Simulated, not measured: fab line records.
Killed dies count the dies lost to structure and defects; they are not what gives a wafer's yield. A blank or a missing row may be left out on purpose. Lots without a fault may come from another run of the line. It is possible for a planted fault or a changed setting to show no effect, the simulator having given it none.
fab line records	flow nandHarc
record: lots: 6	wafers: 14	lastDay: 32
route steps=1302 shown A_STAIRCASE@663 A_SGD_CUT@890 END@1302
lots untouched by any fault: they come from a run of this same line in which no faults occurred
startH: start of the lot's first displayed wafer, in hours after the record's first day	waitH: hours from the lot's prior step to this one	" same as the row above	L1.1+2: several wafers, shown together as one row	- no value, or no start was given	* or withheld: withheld	< > ~ a bound
route shown NAME@n: a module of which the file shows steps, and the number in the route of the first	usual: average and standard deviation across the fault-free wafers	same: alike in all rows	chamber/n: place in a boat	sites: the reading at each site	_std_site: the standard deviation of these	_edge_site: mean of outer sites minus mean of inner sites	radiusMm: how far each site lies from the wafer's centre	mask NAME#n: copy n	behind: the last tool/chamber to shape the wafer	hold: the reason the lot was held/the length of the hold in hours/how it ended	device: the transistor (n, p or np) that didn't switch	end of line: the tests these same wafers got at the end of their route	where a step has no rows: the recipe by itself	killed: not the wafer's yield, but the dies lost to structure and defects at the first sort	map: dies across one wafer; x = killed, . = not, _ = none there
set.NAME: setting as actually run; set.NAME@STEP: the setting as run at that earlier step	model.NAME: the simulator's own value behind a step, which no gauge read
certain route steps with their lots: each step a table, each wafer a row
services: a tool's chamber out of use, with start hour (startH, from the record's first day; less than 0 if before it), hours out, and reason
== steps ==
step: NHARC_A_STAIRCASE_PEB_07
recipe: pebTempC: 115	pebTimeS: 130
step: NHARC_A_STAIRCASE_DEVELOP_08
recipe: timeS: 140
step: NHARC_A_STAIRCASE_HARDBAKE_10
recipe: tempC: 120	timeS: 140
step: NHARC_A_STAIRCASE_DESCUM_11
recipe: timeS: 3	o2FlowSccm: 200	arFlowSccm: 0	biasPowerW: 0	chemistry: O2
step: NHARC_A_STAIRCASE_TRIM_12
recipe: timeS: 211.2	o2FlowSccm: 500	arFlowSccm: 0	biasW: 0	chemistry: O2
step: NHARC_A_STAIRCASE_ETCH_13
recipe: targetDepthA: 1000	timeS: 40.5	ionEnergyEv: 400	c4f8FlowSccm: 20	o2FlowSccm: 10	arFlowSccm: withheld	rfW: 600	biasW: 1000	chemistry: C4F8/O2
usual: oesProductAu: 0.938/0.013	rfVppV: 897/5.7
lot.wafer	tool	chamber	startH	waitH	oesProductAu	rfHoursCounterH	rfVppV
L551.3	rieDiel-07	1	-	-	0.923	25	899
L551.1	"	3	"	"	0.925	30	889
L551.4	"	0	"	"	0.920	22	892
L556.3	rieDiel-12	1	-	-	0.945	47	895
L556.2	"	3	"	"	0.927	61	899
L556.5	"	2	"	"	0.935	-	895
L559.4	rieDiel-07	2	-	-	0.942	0	905
L559.3	"	3	"	"	0.947	0	887
L559.6	"	2	"	"	0.951	-	904
L560.1	rieDiel-11	1	-	-	0.922	20	903
L560.4	"	3	"	"	0.950	17	900
L560.2	"	0	"	"	0.943	20	889
L564.4	rieDiel-07	0	-	-	0.914	15	892
L566.2	rieDiel-07	2	-	-	0.918	18	903
step: NHARC_A_STAIRCASE_TRIM_14
recipe: timeS: 211.2	o2FlowSccm: 500	arFlowSccm: 0	biasW: 0	chemistry: O2
usual: drypumpMotorCurrentA: 5.8/0.49	mfcArSccm: 0.007/0.011	oesProductAu: 0.999/0.0096	rfVppV: 57.7/0.83	showerheadPlenumPTorr: 3.53/0.16	throttleValvePct: 17.037/0.0099
lot.wafer	tool	chamber	startH	waitH	drypumpMotorCurrentA	mfcArSccm	oesProductAu	rfHoursCounterH	rfVppV	showerheadPlenumPTorr	throttleValvePct
L551.3	rieDiel-07	3	-	-	5.6	0.036	1.014	30	57.0	3.31	17.015
L551.1	"	0	"	"	4.9	0.011	0.990	22	58.3	3.47	17.026
L551.4	"	1	"	"	6.3	0.009	0.984	25	57.6	3.60	17.041
L556.2	rieDiel-12	1	-	-	6.1	0.019	1.011	48	58.2	3.53	17.040
L556.3	"	0	"	"	6.4	0.002	1.000	52	59.3	3.30	17.043
L556.5	"	1	"	"	6.1	0.019	1.010	-	56.1	3.53	17.037
L559.3	rieDiel-07	3	-	-	5.6	0.036	1.004	0	58.8	3.29	17.030
L559.4	"	2	"	"	5.1	0	0.994	0	59.2	3.74	17.034
L559.6	"	0	"	"	4.9	0.011	1.002	-	57.1	3.45	17.037
L560.2	rieDiel-11	2	-	-	6.0	0	1.013	14	59.1	3.73	17.044
L560.4	"	3	"	"	5.5	0	1.002	17	59.4	3.64	17.028
L560.1	"	1	"	"	6.4	0	0.997	20	58.8	3.76	17.033
L564.4	rieDiel-07	3	-	-	5.5	0.036	0.999	16	56.0	3.29	17.031
L566.2	rieDiel-07	1	-	-	6.3	0.009	1.006	17	58.6	3.58	17.035
step: NHARC_A_STAIRCASE_ETCH_15
recipe: targetDepthA: 1000	timeS: 40.5	ionEnergyEv: 400	c4f8FlowSccm: 20	o2FlowSccm: 10	arFlowSccm: withheld	rfW: 600	biasW: 1000	chemistry: C4F8/O2
step: NHARC_A_STAIRCASE_TRIM_16
recipe: timeS: 211.2	o2FlowSccm: 500	arFlowSccm: 0	biasW: 0	chemistry: O2
step: NHARC_A_STAIRCASE_ETCH_17
recipe: targetDepthA: 1000	timeS: 40.5	ionEnergyEv: 400	c4f8FlowSccm: 20	o2FlowSccm: 10	arFlowSccm: withheld	rfW: 600	biasW: 1000	chemistry: C4F8/O2
usual: oesProductAu: 0.940/0.012	rfVppV: 896/5.8
lot.wafer	tool	chamber	startH	waitH	oesProductAu	rfHoursCounterH	rfVppV
L551.3	rieDiel-07	0	-	-	0.933	23	893
L551.1	"	1	"	"	0.926	26	899
L551.4	"	2	"	"	0.926	30	905
L556.2	rieDiel-12	3	-	-	0.930	61	895
L556.3	"	1	"	"	0.962	48	895
L556.5	"	3	"	"	0.920	-	898
L559.4	rieDiel-07	2	-	-	0.935	0	903
L559.3	"	1	"	"	0.937	0	899
L559.6	"	2	"	"	0.955	-	903
L560.4	rieDiel-11	1	-	-	0.917	20	905
L560.2	"	2	"	"	0.927	14	904
L560.1	"	3	"	"	0.924	17	900
L564.4	rieDiel-07	1	-	-	0.921	14	896
L566.2	rieDiel-07	1	-	-	0.937	18	896
step: NHARC_A_STAIRCASE_TRIM_18
recipe: timeS: 211.2	o2FlowSccm: 500	arFlowSccm: 0	biasW: 0	chemistry: O2
step: NHARC_A_STAIRCASE_ETCH_19
recipe: targetDepthA: 1000	timeS: 40.5	ionEnergyEv: 400	c4f8FlowSccm: 20	o2FlowSccm: 10	arFlowSccm: withheld	rfW: 600	biasW: 1000	chemistry: C4F8/O2
usual: oesProductAu: 0.942/0.011	rfVppV: 896/5.7
lot.wafer	tool	chamber	startH	waitH	oesProductAu	rfHoursCounterH	rfVppV
L551.1	rieDiel-07	0	392.97	-	0.928	23	893
L551.4	"	2	"	"	0.930	30	906
L551.3	"	3	"	"	0.952	31	887
L556.2	rieDiel-12	3	435.87	-	0.937	61	897
L556.3	"	0	"	"	0.930	52	887
L556.5	"	3	"	"	0.943	-	896
L559.3	rieDiel-07	2	483.58	-	0.936	1	904
L559.4	"	1	"	"	0.946	0	899
L559.6	"	2	"	"	0.939	-	902
L560.1	rieDiel-11	3	489.06	-	0.939	18	900
L560.4	"	0	"	"	0.966	21	890
L560.2	"	1	"	"	0.965	21	904
L564.4	rieDiel-07	2	530.53	-	0.923	16	904
L566.2	rieDiel-07	2	539.07	-	0.920	19	904
step: NHARC_A_STAIRCASE_TRIM_20
recipe: timeS: 211.2	o2FlowSccm: 500	arFlowSccm: 0	biasW: 0	chemistry: O2
step: NHARC_A_STAIRCASE_ETCH_21
recipe: targetDepthA: 1000	timeS: 40.5	ionEnergyEv: 400	c4f8FlowSccm: 20	o2FlowSccm: 10	arFlowSccm: withheld	rfW: 600	biasW: 1000	chemistry: C4F8/O2
step: NHARC_A_STAIRCASE_TRIM_22
recipe: timeS: 211.2	o2FlowSccm: 500	arFlowSccm: 0	biasW: 0	chemistry: O2
step: NHARC_A_STAIRCASE_ETCH_23
recipe: targetDepthA: 1000	timeS: 40.5	ionEnergyEv: 400	c4f8FlowSccm: 20	o2FlowSccm: 10	arFlowSccm: withheld	rfW: 600	biasW: 1000	chemistry: C4F8/O2
step: NHARC_A_STAIRCASE_TRIM_24
recipe: timeS: 211.2	o2FlowSccm: 500	arFlowSccm: 0	biasW: 0	chemistry: O2
step: NHARC_A_STAIRCASE_ETCH_25
recipe: targetDepthA: 1000	timeS: 40.5	ionEnergyEv: 400	c4f8FlowSccm: 20	o2FlowSccm: 10	arFlowSccm: withheld	rfW: 600	biasW: 1000	chemistry: C4F8/O2
step: NHARC_A_STAIRCASE_TRIM_26
recipe: timeS: 211.2	o2FlowSccm: 500	arFlowSccm: 0	biasW: 0	chemistry: O2
step: NHARC_A_STAIRCASE_ETCH_27
recipe: targetDepthA: 1000	timeS: 40.5	ionEnergyEv: 400	c4f8FlowSccm: 20	o2FlowSccm: 10	arFlowSccm: withheld	rfW: 600	biasW: 1000	chemistry: C4F8/O2
step: NHARC_A_STAIRCASE_STRIP_175
recipe: powerW: 1500	tempC: 250	chemistry: O2
usual: drypumpMotorCurrentA: 5.7/0.42	heaterPowerW: 365/22
lot.wafer	tool	chamber	startH	waitH	drypumpMotorCurrentA	heaterPowerW	rfHoursCounterH
L551.1	plasmaAsher-01	0	394.62	0.4	6.0	333	9
L551.3	"	1	"	"	5.1	377	-
L551.4	"	0	"	"	6.0	334	-
L556.2	plasmaAsher-02	0	437.28	0.2	6.0	357	1
L556.3	"	1	"	"	5.9	359	-
L556.5	"	0	"	"	6.0	364	-
L559.4	plasmaAsher-01	0	484.91	0.2	6.0	336	-
L559.3	"	1	"	"	5.1	385	-
L559.6	"	0	"	"	6.0	328	-
L560.1	plasmaAsher-01	0	490.29	0.1	6.0	345	29
L560.2	"	1	"	"	5.1	377	29
L560.4	"	1	"	"	5.1	388	-
L564.4	plasmaAsher-01	1	531.85	0.2	5.1	387	-
L566.2	plasmaAsher-02	1	540.47	0.1	5.9	358	24
step: NHARC_A_STAIRCASE_STRIP_148
recipe: timeS: 900	tempC: 130	chemistry: SPM
step: NHARC_A_STAIRCASE_PRECLEAN_149
recipe: timeS: *	tempC: 50	bathAgeMin: 0	chemistry: SC1
step: NHARC_A_STAIRCASE_SRD_150
step: NHARC_A_STAIRCASE_DEHYDRATE_176
recipe: tempC: 150	timeS: 120
step: NHARC_A_STAIRCASE_HMDS_177
recipe: timeS: 30
step: NHARC_A_STAIRCASE_COAT_178
recipe: spinRpm: 1200
step: NHARC_A_STAIRCASE_SOFTBAKE_179
recipe: tempC: 135	timeS: 170
step: NHARC_A_STAIRCASE_EBR_180
step: NHARC_A_STAIRCASE_EXPOSE_181
recipe: na: 0.5	doseMj: 27.87	maskId: STAIR_2
step: NHARC_A_STAIRCASE_PEB_182
recipe: pebTempC: 115	pebTimeS: 130
step: NHARC_A_STAIRCASE_DEVELOP_183
recipe: timeS: 140
step: NHARC_A_STAIRCASE_HARDBAKE_185
recipe: tempC: 120	timeS: 140
step: NHARC_A_STAIRCASE_DESCUM_186
recipe: timeS: 3	o2FlowSccm: 200	arFlowSccm: 0	biasPowerW: 0	chemistry: O2
step: NHARC_A_STAIRCASE_TRIM_187
recipe: timeS: 211.2	o2FlowSccm: 500	arFlowSccm: 0	biasW: 0	chemistry: O2
step: NHARC_A_STAIRCASE_ETCH_188
recipe: targetDepthA: 1000	timeS: 40.5	ionEnergyEv: 400	c4f8FlowSccm: 20	o2FlowSccm: 10	arFlowSccm: withheld	rfW: 600	biasW: 1000	chemistry: C4F8/O2
step: NHARC_A_STAIRCASE_TRIM_189
recipe: timeS: 211.2	o2FlowSccm: 500	arFlowSccm: 0	biasW: 0	chemistry: O2
usual: drypumpMotorCurrentA: 5.8/0.51	mfcArSccm: 0.008/0.011	oesProductAu: 0.997/0.011	rfVppV: 57.8/0.86	showerheadPlenumPTorr: 3.52/0.16	throttleValvePct: 17.037/0.0098
lot.wafer	tool	chamber	startH	waitH	drypumpMotorCurrentA	mfcArSccm	oesProductAu	rfHoursCounterH	rfVppV	showerheadPlenumPTorr	throttleValvePct
L551.3	rieDiel-07	1	-	-	6.3	0.009	0.988	28	57.6	3.60	17.045
L551.4	"	3	"	"	5.6	0.036	1.003	32	57.9	3.31	17.021
L551.1	"	0	"	"	4.9	0.011	1.002	25	56.9	3.47	17.025
L556.2	rieDiel-12	1	-	-	6.1	0.019	1.008	50	58.6	3.53	17.045
L556.3	"	0	"	"	6.4	0.002	1.005	54	58.4	3.30	17.045
L556.5	"	2	"	"	5.8	0	1.018	-	57.0	3.50	17.043
L559.3	rieDiel-12	0	-	-	6.4	0.002	0.985	11	55.8	3.29	17.043
L559.6	"	0	"	"	6.4	0.002	0.983	-	57.6	3.29	17.033
L559.4	"	3	"	"	6.3	0	0.999	-	58.7	3.55	17.036
L560.2	rieDiel-11	2	-	-	6.0	0	1.004	16	59.4	3.73	17.040
L560.1	"	3	"	"	5.5	0	1.003	18	57.7	3.64	17.039
L560.4	"	1	"	"	6.4	0	0.981	22	58.1	3.76	17.024
L564.4	rieDiel-12	0	-	-	6.4	0.002	0.987	32	57.8	3.28	17.026
L566.2	rieDiel-11	0	-	-	5.3	0.009	1.019	33	56.7	3.35	17.041
step: NHARC_A_STAIRCASE_ETCH_190
recipe: targetDepthA: 1000	timeS: 40.5	ionEnergyEv: 400	c4f8FlowSccm: 20	o2FlowSccm: 10	arFlowSccm: withheld	rfW: 600	biasW: 1000	chemistry: C4F8/O2
step: NHARC_A_SGD_CUT_DEP_00
recipe: targetThkA: 500	tempC: 400	targetThkNm: 50	flowSccm: 200	rfW: 450	material: SiNx
usual: heaterPowerW: 668/110
lot.wafer	tool	chamber	startH	waitH	hold	heaterPowerW
L551.1	pecvd-02	2	473.30	0.1	-	503
L551.3	"	1	"	"	-	862
L551.4	"	2	"	"	-	506
L556.3	pecvd-04	1	520.55	0.1	-	689
L556.2	"	2	"	"	-	565
L556.5	"	0	"	"	-	793
L559.3	pecvd-02	0	566.35	0.1	-	588
L559.6	"	0	"	"	-	583
L559.4	"	2	"	"	-	535
L560.2	pecvd-02	2	566.93	0.1	-	601
L560.1	"	0	"	"	-	636
L560.4	"	2	"	"	-	613
L566.2	pecvd-04	1	628.67	3.9	awaitDispo/3.6h/release	675
L564.4	pecvd-03	0	629.32	4.6	awaitDispo/4.4h/release	812
step: NHARC_END_SORT_01
recipe: tempC: 25
usual: killedAtArray: 61/20	killedAtOther: 0.9/1.1	killedAtPeriphery: 3.7/2.5	killedDies: 65/21	killedOpen: 3.3/1.8	killedShort: 2.3/1.5
same: grossDies: 677
lot.wafer	tool	chamber	startH	waitH	killedAtArray	killedAtOther	killedAtPeriphery	killedDies	killedOpen	killedShort
L551.1	prober-01	0	599.24	2.5	43	0	4	47	0	5
L551.3	prober-01	0	600.83	3.1	52	2	5	59	1	5
L551.4	prober-01	0	601.63	3.4	35	0	6	41	4	1
L559.3	prober-01	0	691.61	3.1	36	0	7	43	6	3
L559.4	prober-01	0	692.41	3.4	41	3	7	51	7	4
L559.6	prober-01	0	694.02	4.0	25	1	9	35	1	2
L560.4	prober-02	0	699.40	3.4	111	2	2	115	3	3
L564.4	prober-01	0	768.41	3.4	150	2	4	156	1	3
L566.2	prober-01	0	770.14	2.8	170	1	3	174	2	3
killed by level:class
L551.1 A_SLIT:chamberFilmFlake=21 A_CONTACT:chamberFilmFlake=6 A_CHANNEL_HOLE_D1:chamberFilmFlake=5 A_CHANNEL_HOLE_D2:chamberFilmFlake=5 P_GATE:chamberFilmFlake=2 P_M0:geometricParticle:short=1 A_ONON_D1:geometricParticle:short=1 A_ONON_D2:geometricParticle:short=1
L551.3 A_SLIT:chamberFilmFlake=27 A_CHANNEL_HOLE_D2:chamberFilmFlake=11 A_CONTACT:chamberFilmFlake=4 A_CHANNEL_HOLE_D1:chamberFilmFlake=3 A_STAIRCASE:chamberFilmFlake=3 P_GATE:geometricParticle:short=1 A_ONON_D2:geometricParticle:open=1 A_ONON_D2:geometricParticle:short=1
L551.4 A_SLIT:chamberFilmFlake=17 A_CHANNEL_HOLE_D2:chamberFilmFlake=4 A_CONTACT:chamberFilmFlake=3 A_CHANNEL_FILL_D1:chamberFilmFlake=2 P_STI:chamberFilmFlake=2 P_GATE:chamberFilmFlake=2 A_CHANNEL_HOLE_D1:chamberFilmFlake=2 A_DECK1_JOINT:chamberFilmFlake=2
L559.3 A_CHANNEL_HOLE_D1:chamberFilmFlake=12 A_SLIT:chamberFilmFlake=5 P_GATE:chamberFilmFlake=4 A_CHANNEL_FILL_D1:chamberFilmFlake=4 A_STAIRCASE:chamberFilmFlake=4 A_WL_FILL:geometricParticle:short=3 P_CONTACT:geometricParticle:open=1 P_M1:geometricParticle:open=1
L559.4 A_CHANNEL_HOLE_D1:chamberFilmFlake=12 A_STAIRCASE:chamberFilmFlake=9 A_SLIT:chamberFilmFlake=4 P_GATE:chamberFilmFlake=3 A_CHANNEL_FILL_D2:geometricParticle:short=2 A_M1:geometricParticle:open=2 P_M1:chamberFilmFlake=2 A_CHANNEL_FILL_D1:chamberFilmFlake=2
L559.6 P_M1:chamberFilmFlake=7 A_CHANNEL_HOLE_D1:chamberFilmFlake=7 A_STAIRCASE:chamberFilmFlake=3 A_SLIT:chamberFilmFlake=3 A_WL_FILL:chamberFilmFlake=3 A_CONTACT:chamberFilmFlake=3 A_CHANNEL_FILL_D1:geometricParticle:short=1 A_DECK1_JOINT:geometricParticle:short=1
L560.4 A_SLIT:chamberFilmFlake=40 A_CHANNEL_HOLE_D1:chamberFilmFlake=39 A_CHANNEL_HOLE_D2:chamberFilmFlake=21 A_CONTACT:chamberFilmFlake=3 P_ZERO_WELL:chamberFilmFlake=2 THIN_TSV:chamberFilmFlake=2 A_CHANNEL_FILL_D1:geometricParticle:open=1 A_CHANNEL_FILL_D2:geometricParticle:short=1
L564.4 A_STAIRCASE:unspecified=100 A_SLIT:chamberFilmFlake=23 A_CHANNEL_HOLE_D1:chamberFilmFlake=11 A_STAIRCASE:chamberFilmFlake=4 A_CONTACT:chamberFilmFlake=4 A_CHANNEL_FILL_D1:geometricParticle:short=3 P_BONDPAD:chamberFilmFlake=3 A_M0:chamberFilmFlake=3
L566.2 A_STAIRCASE:unspecified=102 A_CHANNEL_HOLE_D1:chamberFilmFlake=36 A_SLIT:chamberFilmFlake=22 A_CONTACT:chamberFilmFlake=4 P_STI:geometricParticle:open=1 A_CHANNEL_HOLE_D1:geometricParticle:open=1 A_CHANNEL_FILL_D1:geometricParticle:short=1 A_DECK1_JOINT:geometricParticle:short=1
map L564.4 (x killed, . not)
____________.____________
_________......._________
_______..........._______
______.....x.......______
_____....x.........._____
____..x..............____
____.................____
___x..................___
___...................___
__.....................__
__x....................__
_......................._
_...............x.x....._
_..............x.......x_
_......x....xxx.xxx....._
_...........xx.xxxxxx..x_
......x....x.xxxxxxxx.xx.
......x..x...xxxxxxxxxxx.
........x..xxxxxxxx.xxxxx
..........xxxxxxxxxxxxxxx
............xxxxxxxx..xx.
_..........xxxxxxxxxx.xx_
_...........xxxxxxx...xx_
_.........x.xxxxxxx.x..x_
_..........xxxxxxxxx...._
_............xxxxxx....._
__............xxxxx....__
__.......x..x....x.....__
___...................___
___...................___
____.....x...........____
____.........xx......____
_____......xx......._____
______.....xxx..x..______
_______........x.._______
_________...xx.._________
____________x____________
map L566.2 (x killed, . not)
____________.____________
_________......._________
_______..........._______
______.........x...______
_____.............x._____
____.....x...........____
____.....x...........____
___.x..x.x............___
___...xx.x............___
__.x..xxxxx............__
__.....xxxx............__
_.....xxxxxxx..........._
_......xxxx............._
_.....xxxx.x.......x...._
_.......xx...xxxx.x....._
_........x...xxxxxx....._
.............xxxxxx......
............xxxxxxxxx....
..........xxxxxxxxxxx....
............xxxxxxxx.....
x.........xxxxxxxxxx.....
_........x.xxxxxxxxx...._
_..........xxxxxxxxx..x._
_.........xxxxxxxxx....._
_..........xxxxxxxxxx..._
_...........xxxxxxx....._
__...........xxxxxx....__
__........x.......x....__
___..............x....___
___..........x.x......___
____......x.x...x....____
____.......xxx.......____
_____.....x.xxxx...._____
______......xx.....______
_______....xxx...._______
_________.xxxx.._________
____________x____________
== services ==
tool	chamber	startH	hours	kind
rieDiel-07	-	368.11	0.9	repair
pecvd-04	2	394.51	4.3	repair
plasmaAsher-02	-	398.36	0.6	repair
pecvd-02	-	408.10	13.0	pm
rieDiel-12	1	411.34	1.3	repair
pecvd-04	-	412.73	1.4	repair
plasmaAsher-02	-	426.05	9.0	pm
rieDiel-07	2	429.19	9.2	repair
rieDiel-11	-	433.60	9.0	pm
rieDiel-12	-	445.49	9.0	pm
pecvd-04	-	450.00	13.0	pm
rieDiel-11	2	459.95	2.8	repair
rieDiel-07	1	468.35	6.0	repair
rieDiel-07	-	472.26	9.0	pm
rieDiel-12	0	478.60	2.4	repair
plasmaAsher-01	-	519.23	9.0	pm
pecvd-02	-	542.52	1.7	repair
pecvd-04	1	555.54	3.5	repair
rieDiel-11	2	564.00	30.2	repair
rieDiel-07	2	577.42	6.4	repair
plasmaAsher-02	-	581.94	3.1	repair
pecvd-02	-	589.10	13.0	pm
rieDiel-11	1	609.25	2.6	repair
rieDiel-11	-	614.22	9.0	pm
== key ==
firstSign: step: NHARC_END_SORT_01	reading: killedAtArray	direction: up	sigmas: 4.8	usual: 61	struck: 160
effect: step: NHARC_END_SORT_01	reading: killedDies	direction: up	sigmas: 4.8	usual: 65	struck: 165
moreKillsBornAt: NHARC_A_STAIRCASE_ETCH_19@rieDiel-07: 202
metAt NHARC_A_STAIRCASE_ETCH_19
struckWafers L564.4,L566.2
testerLeftOut L564,L566
onsetBetween 483.58 530.53
alsoFits time
fault: kind: chamberParticleSource	tool: rieDiel-07	chamber: 2	onsetH: 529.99	steps: NHARC_A_STAIRCASE_ETCH_19	ratePerVisitCm2: 1.7493	endH: 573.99
testerLeftOut: of these lots the tester's yield and bins aren't shown, on N5 and GAA mostly nor the transistor test; their killed dies are dies lost to structure and defects alone, not to doping, threshold or leakage, so they don't give the yield
